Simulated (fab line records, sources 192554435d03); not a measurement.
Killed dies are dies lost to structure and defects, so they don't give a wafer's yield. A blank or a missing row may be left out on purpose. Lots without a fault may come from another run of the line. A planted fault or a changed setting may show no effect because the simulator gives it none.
fab line records | flow n5_finfet
record lots=5 wafers=14 last_day=17
route steps=1938 shown BEOL_M4@1111 BEOL_M5@1112 PASSIVATION@1936
lots that met no fault: from a run of the same line without faults
start_h: hours from the record's first day to the start of the lot's first wafer shown | wait_h: hours since the lot's step before | " the same as in the row above | L1.1+2: a row that stands for several wafers | - no value, or no start given | * or withheld: withheld | < > ~ a bound
route shown NAME@n: a module of which the file shows steps, and the number in the route of the first | usual: mean/standard deviation of fault-free wafers | same: alike in all rows | chamber/n: place in a boat | sites: the reading at each site | _std_site: their standard deviation | _edge_site: outer sites' mean less inner sites' | radius_mm: how far each site lies from the wafer's centre | mask NAME#n: copy n | behind: the tool/chamber that last shaped the wafer | hold: why the lot was held/for how many hours/how that ended | device: the transistor (n, p or np) that didn't switch | end of line: the same wafers' tests at the end of the route | a step without rows: its recipe alone | killed: dies lost to structure and defects at the first sort, not the wafer's yield | map: a wafer's dies, x killed, . not, _ none there
set.NAME: the setting as run; set.NAME@STEP: as run at that earlier step | model.NAME: the simulator's own value behind a step, which no gauge read
lots at some steps of the route; a table a step, a row a wafer
services: from which hour (start_h, from the record's first day; less than 0 if before it) a tool's chamber was out of use, for how many hours, and why
## steps
# step N5_BEOL_M4_RC_MEAS_101
# usual DIBL_N=36.3/1.6 DIBL_P=36.2/2 IOFF_N=0.160/0.028 IOFF_P=0.21/0.036 ION_N=677/11 ION_P=465/6.9 SS_N=71.5/0.55 SS_P=73.3/0.64 VT_N=250/3 VT_P=-250/3.5
# columns lot.wafer tool chamber start_h wait_h DIBL_N[mV/V] DIBL_P[mV/V] IOFF_N[nA/um] IOFF_P[nA/um] ION_N[uA/um] ION_P[uA/um] SS_N[mV/dec] SS_P[mV/dec] VT_N[mV] VT_P[mV]
L316.1 prober-01 0 209.38 0.0 34.4 35.6 0.137 0.18 665 458 71.1 73.2 252 -253
L316.6 " 0 " " 34.7 35.1 0.145 0.18 668 458 71.2 72.6 249 -251
L320.1 prober-01 0 235.13 0.0 37.4 38.2 0.186 0.24 688 468 72.0 74.0 246 -251
L320.2 " 0 " " 37.1 37.6 0.179 0.24 692 471 72.2 74.4 246 -248
L320.4 " 0 " " 37.8 39.0 0.207 0.24 686 466 71.9 74.5 246 -249
L319.1 prober-01 0 238.41 0.0 37.8 40.2 0.183 0.24 669 455 72.0 74.2 250 -250
L319.3 " 0 " " 36.9 38.4 0.185 0.20 682 457 72.1 73.4 248 -250
L319.6 " 0 " " 35.4 36.7 0.150 0.19 673 458 71.8 73.1 249 -254
L323.2 prober-01 0 245.80 0.2 38.8 38.5 0.223 0.24 688 461 72.2 74.4 246 -250
L323.3 " 0 " " 37.0 37.2 0.183 0.22 685 465 71.2 73.4 248 -252
L323.4 " 0 " " 39.6 39.3 0.225 0.25 685 467 72.3 74.9 246 -249
L329.1 prober-01 0 300.08 0.0 34.1 33.0 0.138 0.19 678 467 70.6 73.1 250 -252
L329.4 " 0 " " 34.9 32.7 0.140 0.18 689 464 71.3 73.0 252 -251
L329.6 " 0 " " 36.4 35.2 0.176 0.21 700 466 71.7 73.6 249 -250
# step N5_BEOL_M5_ILD_DEP_00
# recipe material=SiCOH_lowk target_thk_a=1406.4 temp_c=300 precursor=DEMS/porogen pressure_torr=5 rf_w=500 time_s=25.9
# usual heater_power_w=276/50 showerhead_plenum_p_Torr=5.742/0.016 showerhead_vpp_V=1346/62 throttle_valve_pct=14.1/0.54
# columns lot.wafer tool chamber start_h wait_h heater_power_w showerhead_plenum_p_Torr showerhead_vpp_V throttle_valve_pct
L316.1 pecvd-02 1 210.34 0.8 211 5.744 1287 14.4
L316.6 " 0 " " 276 5.722 1300 14.7
L320.1 pecvd-02 0 236.10 0.8 261 5.733 1324 14.7
L320.2 " 1 " " 244 5.750 1314 14.7
L320.4 " 0 " " 269 5.726 1322 14.3
L319.1 pecvd-02 2 239.38 0.8 313 5.754 1334 13.9
L319.3 " 0 " " 234 5.703 1314 14.4
L319.6 " 0 " " 242 5.716 1326 14.8
L323.2 pecvd-02 0 246.61 0.7 220 5.717 1309 14.5
L323.3 " 1 " " 198 5.754 1279 14.7
L323.4 " 2 " " 264 5.757 1346 13.9
L329.1 pecvd-02 1 301.04 0.8 236 5.742 1262 14.6
L329.4 " 1 " " 235 5.731 1289 14.5
L329.6 " 0 " " 265 5.727 1314 14.8
# step N5_BEOL_M5_CURE_79
# recipe temp_c=385 time_s=240 ambient=He/Ar material=SiCOH_lowk
# step N5_BEOL_M5_THK_MEAS_01
# recipe reads=SiCOH_lowk_of_BEOL_M5_ILD_DEP_00
# usual M5_ILD_THK=121.2/1.5
# columns lot.wafer tool chamber start_h wait_h M5_ILD_THK[nm]
L316.1 film_metro-02 - 210.91 0.4 121.2
L316.6 " - " " 123.7
L320.1 film_metro-02 - 236.67 0.4 121.4
L320.2 " - " " 118.7
L320.4 " - " " 122.8
L319.1 film_metro-02 - 240.06 0.4 121.0
L319.3 " - " " 119.9
L319.6 " - " " 124.2
L323.2 film_metro-01 - 247.18 0.4 120.6
L323.3 " - " " 119.2
L323.4 " - " " 123.9
L329.1 film_metro-01 - 301.61 0.4 118.9
L329.4 " - " " 122.1
L329.6 " - " " 122.7
# step N5_BEOL_M5_PECVD_70
# recipe material=SiO2 target_thk_a=160 temp_c=400 precursor=TEOS/O2 pressure_torr=5.5 rf_w=450 teos_flow_sccm=53.8 gas=O2 flow_sccm=3000 time_s=18
# usual heater_power_w=678/110 showerhead_plenum_p_Torr=8.79/0.055 showerhead_vpp_V=1300/70 throttle_valve_pct=22.5/1.1
# columns lot.wafer tool chamber start_h wait_h heater_power_w showerhead_plenum_p_Torr showerhead_vpp_V throttle_valve_pct
L316.1 pecvd-03 0 210.95 0.0 683 8.77 1286 23.4
L316.6 " 1 " " 804 8.79 1429 23.2
L320.1 pecvd-03 0 236.71 0.0 754 8.77 1281 23.3
L320.2 " 2 " " 698 8.89 1340 20.8
L320.4 " 2 " " 704 8.91 1357 20.8
L319.1 pecvd-02 2 240.10 0.0 706 8.89 1270 22.8
L319.3 " 1 " " 567 8.81 1251 23.6
L319.6 " 1 " " 562 8.78 1217 23.1
L323.2 pecvd-02 2 247.22 0.0 722 8.87 1272 22.5
L323.3 " 0 " " 640 8.72 1252 23.3
L323.4 " 2 " " 715 8.86 1285 22.6
L329.1 pecvd-03 0 301.65 0.0 764 8.76 1275 23.4
L329.4 " 1 " " 765 8.82 1389 22.9
L329.6 " 2 " " 644 8.87 1352 21.2
# step N5_BEOL_M5_HM_DEP_02
# recipe material=TiN target_thk_a=200 temp_c=25 chamber_pressure_pa=0.49996
# usual throttle_valve_pct=30.2/0.92
# columns lot.wafer tool chamber start_h wait_h throttle_valve_pct
L316.1 pvd_sputter-03 - 213.02 2.1 29.2
L316.6 " - " " 31.7
L320.1 pvd_sputter-01 - 238.09 1.4 29.5
L320.2 " - " " 31.2
L320.4 " - " " 32.0
L319.1 pvd_sputter-03 - 241.20 1.1 31.7
L319.3 " - " " 29.3
L319.6 " - " " 32.0
L323.2 pvd_sputter-03 - 249.42 2.2 29.8
L323.3 " - " " 31.5
L323.4 " - " " 29.4
L329.1 pvd_sputter-02 - 301.74 0.1 28.9
L329.4 " - " " 30.1
L329.6 " - " " 30.3
# step N5_BEOL_M5_COAT_59
# recipe resist=SOC temp_c=250 time_s=60 spin_rpm=1500 resist_thk_nm=60
# step N5_BEOL_M5_COAT_60
# recipe resist=SiARC temp_c=220 time_s=60 spin_rpm=1500 resist_thk_nm=12
# step N5_BEOL_M5_COAT_71
# recipe resist=underlayer temp_c=205 time_s=60 spin_rpm=1500 resist_thk_nm=5
# step N5_BEOL_M5_COAT_05
# recipe resist=CAR-EUV spin_rpm=1500 resist_thk_nm=30
# step N5_BEOL_M5_EBR_07
# recipe solvent=PGMEA ebr_width_mm=1.5
# step N5_BEOL_M5_SOFTBAKE_06
# recipe temp_c=110 time_s=60 resist=CAR-EUV
# step N5_BEOL_M5_EXPOSE_08
# recipe mask_id=M5 na=0.33 source_shape=annular sigma_inner=0.4 sigma_outer=0.8 polarization=unpolarized target_cd_nm=28 dose_mj=35.75
# usual reticle_temp_C=23.00/0.11
# same sigma_outer=0.8
# columns lot.wafer tool chamber start_h wait_h mask reticle_temp_C
L316.1 euv_scanner-02 0 213.28 - M5#0 23.02
L316.6 " 0 " " M5#0 23.00
L320.1 euv_scanner-02 0 238.35 - M5#0 22.95
L320.2 " 0 " " M5#0 22.95
L320.4 " 0 " " M5#0 22.97
L319.1 euv_scanner-02 0 241.47 - M5#0 23.03
L319.3 " 0 " " M5#0 22.98
L319.6 " 0 " " M5#0 22.90
L323.2 euv_scanner-01 0 249.82 - M5#0 23.10
L323.3 " 0 " " M5#0 23.04
L323.4 " 0 " " M5#0 23.07
L329.1 euv_scanner-01 0 302.13 - M5#0 23.08
L329.4 " 0 " " M5#0 23.24
L329.6 " 0 " " M5#0 23.00
# step N5_BEOL_M5_PEB_09
# recipe peb_temp_c=100 peb_time_s=60 resist=CAR-EUV
# step N5_BEOL_M5_DEVELOP_10
# recipe develop_time_s=30 developer=TMAH resist=CAR-EUV rinse_liquid=surfactant_rinse dry=air_spin dev_temp_c=23
# step N5_BEOL_M5_CD_MEAS_11
# recipe target_cd_nm=27.74 landing_energy_ev=500 detector=se_inlens
# usual cd_nm=27.85/0.26
# columns lot.wafer tool chamber start_h wait_h cd_nm
L316.1 cd_sem-01 0 213.41 - 27.89
L316.6 " 0 " " 27.98
L320.1 cd_sem-03 0 238.48 - 28.17
L320.2 " 0 " " 28.16
L320.4 " 0 " " 28.10
L319.1 cd_sem-02 0 241.60 - 27.95
L319.3 " 0 " " 28.13
L319.6 " 0 " " 28.11
L323.2 cd_sem-03 0 249.95 - 28.13
L323.3 " 0 " " 27.78
L323.4 " 0 " " 27.95
L329.1 cd_sem-02 0 302.26 - 27.47
L329.4 " 0 " " 27.45
L329.6 " 0 " " 27.61
# step N5_BEOL_M5_OVL_MEAS_12
# recipe points_per_wafer=522
# usual M5_OVL=-0.1/0.63
# columns lot.wafer tool chamber start_h wait_h M5_OVL[nm]
L316.1 overlay-02 0 213.44 0.0 -0.5
L316.6 " 0 " " 0.7
L320.1 overlay-01 0 238.51 0.0 -1.1
L320.2 " 0 " " 0.1
L320.4 " 0 " " -1.0
L319.1 overlay-02 0 241.63 0.0 0.5
L319.3 " 0 " " 1.6
L319.6 " 0 " " 0.5
L323.2 overlay-02 0 249.98 0.0 0.5
L323.3 " 0 " " 0.6
L323.4 " 0 " " 0.1
L329.1 overlay-02 0 302.29 0.0 0.3
L329.4 " 0 " " -0.2
L329.6 " 0 " " 0.8
# step N5_BEOL_M5_INSPECT_13
# recipe mode=adi inspect_instrument=brightfield
# usual raw_defect_count=398/95
# columns lot.wafer tool chamber start_h wait_h raw_defect_count
L316.1 defect_inspect-01 - 213.50 0.1 481
L316.6 " - " " 395
L320.1 defect_inspect-01 - 238.57 0.1 280
L320.2 " - " " 296
L320.4 " - " " 339
L319.1 defect_inspect-01 - 241.69 0.1 308
L319.3 " - " " 595
L319.6 " - " " 547
L323.2 defect_inspect-02 - 250.03 0.0 403
L323.3 " - " " 404
L323.4 " - " " 371
L329.1 defect_inspect-02 - 302.35 0.1 339
L329.4 " - " " 374
L329.6 " - " " 344
# step N5_BEOL_M5_DESCUM_16
# recipe chemistry=O2 time_s=7 source_power_w=50 bias_power_w=20 pressure_mtorr=20 rf_frequency_hz=2.712e+07 temp_c=40 resist=CAR-EUV o2_flow_sccm=225
# usual chamber_pressure_mTorr=20.002/0.017 drypump_motor_current_A=5.8/0.51 oes_product_au=0.80/0.082 rf_vpp_V=243.1/1.2 showerhead_plenum_p_Torr=2.09/0.066 throttle_valve_pct=20.43/0.29
# columns lot.wafer tool chamber start_h wait_h chamber_pressure_mTorr drypump_motor_current_A oes_product_au rf_hours_counter_h rf_vpp_V showerhead_plenum_p_Torr throttle_valve_pct
L316.1 rie_diel-04 2 213.54 0.0 20.047 6.4 0.73 147 241.0 1.99 20.70
L316.6 " 0 " " 19.985 6.5 0.70 - 244.6 2.14 20.51
L320.1 rie_diel-04 2 239.05 0.5 20.009 6.5 0.73 155 241.8 1.99 20.72
L320.2 " 1 " " 19.991 5.6 0.76 133 243.9 2.11 20.52
L320.4 " 2 " " 20.000 6.4 0.73 - 241.0 1.99 20.71
L319.1 rie_diel-04 3 241.72 0.0 20.004 5.4 0.97 3 244.6 2.13 19.83
L319.3 " 1 " " 20.009 5.6 0.76 134 243.4 2.11 20.51
L319.6 " 3 " " 20.025 5.4 0.97 - 244.9 2.13 19.82
L323.2 rie_diel-04 3 250.07 0.0 20.001 5.4 0.95 6 245.3 2.13 19.81
L323.3 " 2 " " 20.015 6.4 0.71 159 242.5 1.99 20.74
L323.4 " 1 " " 20.008 5.6 0.76 - 244.7 2.11 20.52
L329.1 rie_diel-04 2 302.38 0.0 19.972 6.5 0.71 178 241.3 1.98 20.76
L329.4 " 1 " " 20.006 5.6 0.74 155 243.4 2.10 20.54
L329.6 " 2 " " 19.987 6.5 0.71 - 241.4 1.98 20.75
# step N5_BEOL_M5_ETCH_72
# recipe chemistry=N2/H2 target=underlayer target_depth_a=65 mask_material=CAR-EUV time_s=5.2 ion_energy_ev=200 pressure_mtorr=30 source_w=840 bias_w=150 n2_flow_sccm=200 h2_flow_sccm=200 ends=cleared
# usual chamber_pressure_mTorr=30.00/0.041 drypump_motor_current_A=5.8/0.51 etch_rf_on_time_s=5.19/0.14 oes_product_au=0.68/0.07 rf_vpp_V=524.1/2.4 showerhead_plenum_p_Torr=2.55/0.08 throttle_valve_pct=17.90/0.27
# columns lot.wafer tool chamber start_h wait_h chamber_pressure_mTorr drypump_motor_current_A etch_rf_on_time_s oes_product_au rf_hours_counter_h rf_vpp_V showerhead_plenum_p_Torr throttle_valve_pct model.BEOL_M5.cd_nm
L316.1 rie_diel-04 2 213.57 0.0 30.03 6.5 5.22 0.63 147 520.8 2.44 18.18 28
L316.6 " 0 " " 29.96 6.5 5.29 0.58 - 525.2 2.63 18.14 28
L320.1 rie_diel-04 2 239.08 0.0 30.04 6.5 5.26 0.62 155 522.1 2.44 18.22 27.8
L320.2 " 1 " " 29.96 5.6 5.31 0.65 133 523.4 2.56 18.06 28
L320.4 " 2 " " 30.02 6.4 5.25 0.62 - 520.2 2.44 18.23 28
L319.1 rie_diel-04 3 241.76 0.0 30.03 5.4 5.14 0.83 3 523.1 2.61 17.39 28
L319.3 " 1 " " 29.99 5.6 5.24 0.64 134 524.0 2.56 18.05 28
L319.6 " 3 " " 29.93 5.4 5.11 0.83 - 524.1 2.61 17.38 28
L323.2 rie_diel-04 3 250.10 0.0 29.98 5.4 5.14 0.82 6 525.9 2.60 17.41 28.2
L323.3 " 2 " " 30.10 6.5 5.25 0.62 159 520.1 2.44 18.20 27.8
L323.4 " 1 " " 30.01 5.6 5.33 0.63 - 526.0 2.56 18.05 28
L329.1 rie_diel-04 2 302.42 0.0 30.02 6.5 5.20 0.61 178 522.0 2.43 18.23 27.4
L329.4 " 1 " " 30.06 5.6 5.33 0.61 155 521.9 2.55 18.10 27.6
L329.6 " 2 " " 30.07 6.5 5.24 0.60 - 522.6 2.43 18.26 27.4
# step N5_BEOL_M5_ETCH_61
# recipe chemistry=CF4 target=SiARC target_depth_a=156 mask_material=CAR-EUV time_s=26 ion_energy_ev=80 pressure_mtorr=40 source_w=545 bias_w=36 Ar_flow_sccm=100 cf4_flow_sccm=100 ends=cleared
# usual chamber_pressure_mTorr=40.00/0.038 drypump_motor_current_A=5.8/0.51 etch_rf_on_time_s=25.9/0.65 oes_product_au=0.68/0.07 rf_vpp_V=184.2/1.1 showerhead_plenum_p_Torr=2.15/0.06 throttle_valve_pct=15.60/0.29
# columns lot.wafer tool chamber start_h wait_h chamber_pressure_mTorr drypump_motor_current_A etch_rf_on_time_s oes_product_au rf_hours_counter_h rf_vpp_V showerhead_plenum_p_Torr throttle_valve_pct model.BEOL_M5.cd_nm
L316.1 rie_diel-04 2 213.59 0.0 40.01 6.4 25.9 0.64 147 182.2 2.07 15.98 28
L316.6 " 0 " " 40.03 6.5 26.3 0.59 - 184.7 2.19 15.84 28
L320.1 rie_diel-04 2 239.10 0.0 40.04 6.5 25.9 0.63 155 183.3 2.07 16.00 27.8
L320.2 " 1 " " 40.02 5.6 26.0 0.64 133 184.2 2.15 15.58 28
L320.4 " 2 " " 40.07 6.4 26.1 0.62 - 183.7 2.07 16.00 28
L319.1 rie_diel-04 3 241.78 0.0 40.05 5.4 25.5 0.83 3 185.9 2.19 15.13 28
L319.3 " 1 " " 40.05 5.6 26.0 0.65 134 184.9 2.15 15.58 27.8
L319.6 " 3 " " 39.97 5.4 25.6 0.83 - 185.7 2.19 15.11 28
L323.2 rie_diel-04 3 250.12 0.0 40.02 5.3 25.0 0.82 6 184.0 2.19 15.12 28.2
L323.3 " 2 " " 40.00 6.4 25.9 0.62 159 183.6 2.07 15.98 27.6
L323.4 " 1 " " 39.96 5.6 25.9 0.64 - 185.2 2.15 15.57 28
L329.1 rie_diel-04 2 302.43 0.0 39.96 6.5 26.0 0.61 178 183.2 2.06 16.03 27.4
L329.4 " 1 " " 39.98 5.6 26.0 0.63 155 183.6 2.14 15.64 27.6
L329.6 " 2 " " 40.01 6.5 26.1 0.61 - 183.0 2.06 16.04 27.4
# step N5_BEOL_M5_ETCH_62
# recipe chemistry=N2/H2 target=SOC target_depth_a=750 overetch_a=150 mask_material=SiARC temp_c=40 time_s=112.5 ion_energy_ev=200 pressure_mtorr=30 source_w=840 bias_w=150 n2_flow_sccm=200 h2_flow_sccm=200
# usual chamber_pressure_mTorr=30.003/0.026 drypump_motor_current_A=5.8/0.51 oes_product_au=0.63/0.061 rf_vpp_V=524.1/2.2 showerhead_plenum_p_Torr=2.55/0.08 throttle_valve_pct=17.87/0.27
# columns lot.wafer tool chamber start_h wait_h chamber_pressure_mTorr drypump_motor_current_A oes_product_au rf_hours_counter_h rf_vpp_V showerhead_plenum_p_Torr throttle_valve_pct
L316.1 rie_diel-04 2 213.62 0.0 30.028 6.5 0.59 147 521.8 2.44 18.15
L316.6 " 0 " " 30.026 6.5 0.55 - 526.1 2.63 18.12
L320.1 rie_diel-04 2 239.13 0.0 29.998 6.5 0.58 155 521.7 2.44 18.16
L320.2 " 1 " " 29.960 5.6 0.60 133 523.6 2.56 18.02
L320.4 " 2 " " 29.961 6.5 0.58 - 521.8 2.44 18.17
L319.1 rie_diel-04 3 241.80 0.0 30.045 5.3 0.77 3 524.3 2.61 17.35
L319.3 " 1 " " 29.992 5.6 0.60 134 525.3 2.56 18.02
L319.6 " 3 " " 30.016 5.4 0.76 - 524.9 2.61 17.35
L323.2 rie_diel-04 3 250.15 0.0 29.992 5.4 0.74 6 524.6 2.60 17.35
L323.3 " 2 " " 29.962 6.5 0.58 159 521.0 2.44 18.16
L323.4 " 1 " " 29.981 5.6 0.60 - 524.8 2.56 18.02
L329.1 rie_diel-04 2 302.46 0.0 30.003 6.5 0.56 178 520.5 2.43 18.20
L329.4 " 1 " " 29.986 5.6 0.59 155 525.3 2.55 18.05
L329.6 " 2 " " 30.033 6.5 0.56 - 520.4 2.43 18.21
# step N5_PASSIVATION_PROBE_49
# usual defect_limited_yield=91.2/1.5 killed_at_M0_to_M3=36/10 killed_at_M4_up=13/6 killed_at_contacts=11/5.2 killed_at_front_end=40/11 killed_at_other=3.1/2.9 killed_dies=104/17 killed_open=66/12 killed_short=34/7.7 sort_bin_5_function=5.1/0.91 sort_bin_6_memory=3.2/0.67 sort_n_pass=1076/17 sort_yield_pct=91.2/1.5
# same gross_dies=1180 killed_at_back_side=0 sort_bin_4_leakage[%]=0 sort_bin_8_speed[%]=0
# columns lot.wafer tool chamber start_h wait_h defect_limited_yield[%] killed_at_M0_to_M3 killed_at_M4_up killed_at_contacts killed_at_front_end killed_at_other killed_dies killed_open killed_short sort_bin_5_function[%] sort_bin_6_memory[%] sort_n_pass sort_yield_pct[%]
L316.1 prober-01 - 310.65 0.0 93.1 31 7 15 26 2 81 60 19 3.9 2.7 1099 93.1
L316.6 prober-01 - 310.90 0.3 94.5 18 5 8 32 2 65 41 21 3.1 2.3 1115 94.5
L319.1 prober-02 - 339.95 0.0 92.5 34 8 12 33 1 88 55 29 4.7 2.5 1092 92.5
L319.3 prober-02 - 340.05 0.1 91.4 33 13 13 41 2 102 61 37 4.9 3.2 1078 91.4
L319.6 prober-02 - 340.20 0.3 92.6 25 19 11 27 5 87 54 29 4.0 2.9 1093 92.6
L320.1 prober-02 - 344.51 0.0 90.4 52 13 6 40 2 113 68 42 6.0 3.4 1067 90.4
L320.2 prober-02 - 344.56 0.1 91.1 30 7 20 46 2 105 63 31 4.9 2.7 1075 91.1
L320.4 prober-02 - 344.66 0.2 92.6 36 7 12 32 0 87 54 32 4.2 2.9 1093 92.6
L329.1 prober-01 - 403.87 0.0 90.8 36 13 15 41 3 108 72 34 5.5 3.2 1072 90.8
L329.4 prober-01 - 404.02 0.2 90.5 45 17 13 33 4 112 67 41 5.2 3.9 1068 90.5
L329.6 prober-01 - 404.12 0.3 89.2 37 6 15 64 6 128 81 38 7.1 2.9 1052 89.2
# killed by level:class
L316.1 MOL_CONTACT_COAG:geometric_particle:open=14 BEOL_M2:geometric_particle:open=9 BEOL_M3:geometric_particle:open=9 BEOL_M1:geometric_particle:open=6 DUMMY_GATE:geometric_particle:open=4 GATE_CUT:geometric_particle:short=4 BEOL_M0_SAQP:geometric_particle:open=4 FIN_SAQP:geometric_particle:short=3
L316.6 FIN_SAQP:geometric_particle:open=7 STI_FIN_REVEAL:geometric_particle:open=7 MOL_CONTACT_COAG:geometric_particle:open=7 FIN_SAQP:geometric_particle:short=6 BEOL_M1:geometric_particle:open=4 STARTING-WAFER:geometric_particle:short=3 STARTING-WAFER:geometric_particle:open=3 STI_FIN_REVEAL:geometric_particle:short=2
L319.1 BEOL_M2:geometric_particle:open=12 DUMMY_GATE:geometric_particle:open=8 MOL_CONTACT_COAG:geometric_particle:open=8 STI_FIN_REVEAL:geometric_particle:open=7 BEOL_M0_SAQP:geometric_particle:short=5 BEOL_M2:geometric_particle:short=4 MOL_CONTACT_COAG:geometric_particle:short=4 BEOL_M0_SAQP:geometric_particle:open=4
L319.3 DUMMY_GATE:geometric_particle:open=11 MOL_CONTACT_COAG:geometric_particle:open=10 BEOL_M0_SAQP:geometric_particle:short=7 FIN_SAQP:geometric_particle:open=6 BEOL_M0:geometric_particle:open=6 BEOL_M3:geometric_particle:open=5 DUMMY_GATE:geometric_particle:short=4 GATE_CUT:geometric_particle:open=4
L319.6 MOL_CONTACT_COAG:geometric_particle:open=9 STI_FIN_REVEAL:geometric_particle:open=7 BEOL_M0_SAQP:geometric_particle:short=6 BEOL_M5:geometric_particle:open=5 STARTING-WAFER:geometric_particle:open=5 DUMMY_GATE:geometric_particle:open=4 BEOL_M0_SAQP:geometric_particle:open=4 BEOL_M1:geometric_particle:open=4
L320.1 BEOL_M0_SAQP:geometric_particle:open=16 BEOL_M0_SAQP:geometric_particle:short=14 FIN_SAQP:geometric_particle:short=12 STARTING-WAFER:geometric_particle:open=8 STI_FIN_REVEAL:geometric_particle:open=6 BEOL_M1:geometric_particle:open=6 BEOL_M5:geometric_particle:open=6 BEOL_M2:geometric_particle:open=5
L320.2 STI_FIN_REVEAL:geometric_particle:open=15 MOL_CONTACT_COAG:geometric_particle:open=14 HKMG_FIN:area_etch=9 BEOL_M0_SAQP:geometric_particle:open=8 FIN_SAQP:geometric_particle:short=6 MOL_CONTACT_COAG:geometric_particle:short=6 BEOL_M0_SAQP:geometric_particle:short=6 BEOL_M4:geometric_particle:open=6
L320.4 MOL_CONTACT_COAG:geometric_particle:open=10 FIN_SAQP:geometric_particle:short=9 BEOL_M1:geometric_particle:open=9 BEOL_M2:geometric_particle:open=9 FIN_SAQP:geometric_particle:open=5 BEOL_M0_SAQP:geometric_particle:short=5 BEOL_M0_SAQP:geometric_particle:open=4 STI_FIN_REVEAL:geometric_particle:open=3
L329.1 FIN_SAQP:geometric_particle:open=15 MOL_CONTACT_COAG:geometric_particle:open=14 BEOL_M2:geometric_particle:open=11 FIN_SAQP:geometric_particle:short=9 BEOL_M4:geometric_particle:open=7 BEOL_M0_SAQP:geometric_particle:short=5 BEOL_M1:geometric_particle:open=4 BEOL_M0_SAQP:geometric_particle:open=4
L329.4 BEOL_M2:geometric_particle:open=13 BEOL_M0_SAQP:geometric_particle:short=12 MOL_CONTACT_COAG:geometric_particle:open=11 FIN_SAQP:geometric_particle:open=9 FIN_SAQP:geometric_particle:short=6 BEOL_M3:geometric_particle:open=6 BEOL_M4:geometric_particle:open=5 BEOL_M1:geometric_particle:open=4
L329.6 FIN_SAQP:geometric_particle:short=16 FIN_SAQP:geometric_particle:open=12 MOL_CONTACT_COAG:geometric_particle:open=10 STI_FIN_REVEAL:geometric_particle:open=8 BEOL_M0:geometric_particle:open=8 BEOL_M1:geometric_particle:open=8 BEOL_M3:geometric_particle:open=7 BEOL_M2:geometric_particle:open=5
## services
# columns tool chamber start_h hours kind
pecvd-03 - 194.16 6.6 repair
euv_scanner-01 - 196.86 1.0 pm
rie_diel-04 3 202.30 - clean
rie_diel-04 3 202.30 - consumable_replace:focus_ring
rie_diel-04 3 202.30 28.8 scheduled_down
rie_diel-04 3 202.30 28.8 vent_cycle
euv_scanner-01 - 207.38 1.3 repair
euv_scanner-01 - 231.55 18.0 repair
rie_diel-04 0 239.05 - clean
rie_diel-04 0 239.05 - consumable_replace:focus_ring
rie_diel-04 0 239.05 24.7 scheduled_down
rie_diel-04 0 239.05 24.7 vent_cycle
euv_scanner-02 - 239.55 0.3 repair
euv_scanner-02 - 249.51 1.0 pm
euv_scanner-01 - 253.01 1.0 pm
euv_scanner-01 - 254.02 4.6 pm
pecvd-03 - 257.52 0.3 repair
euv_scanner-02 - 259.53 1.8 repair
pvd_sputter-01 - 265.60 4.9 repair
euv_scanner-01 - 290.26 5.8 pm
euv_scanner-02 - 296.07 1.0 pm
## key
first_sign none at tools or gauges
model_effect step=N5_BEOL_M5_ETCH_72 value=BEOL_M5.cd_nm without=27.8 struck=27.47
model_effect step=N5_BEOL_M5_ETCH_61 value=BEOL_M5.cd_nm without=27.73 struck=27.47
met_at N5_BEOL_M5_EXPOSE_08
struck_wafers L329.1,L329.4,L329.6
loop_trim step=N5_BEOL_M5_EXPOSE_08 setting=dose lots=L329
onset_between 249.82 302.13
also_fits time
fault kind=process_parameter_drift tool=euv_scanner-01 chamber=- onset_h=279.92 steps=N5_BEOL_M5_EXPOSE_08 channel=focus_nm offset=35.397 spread_by_wafer=0.3 shape=step end_h=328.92
# loop_trim: a control loop set the setting to another value than it would have without faults
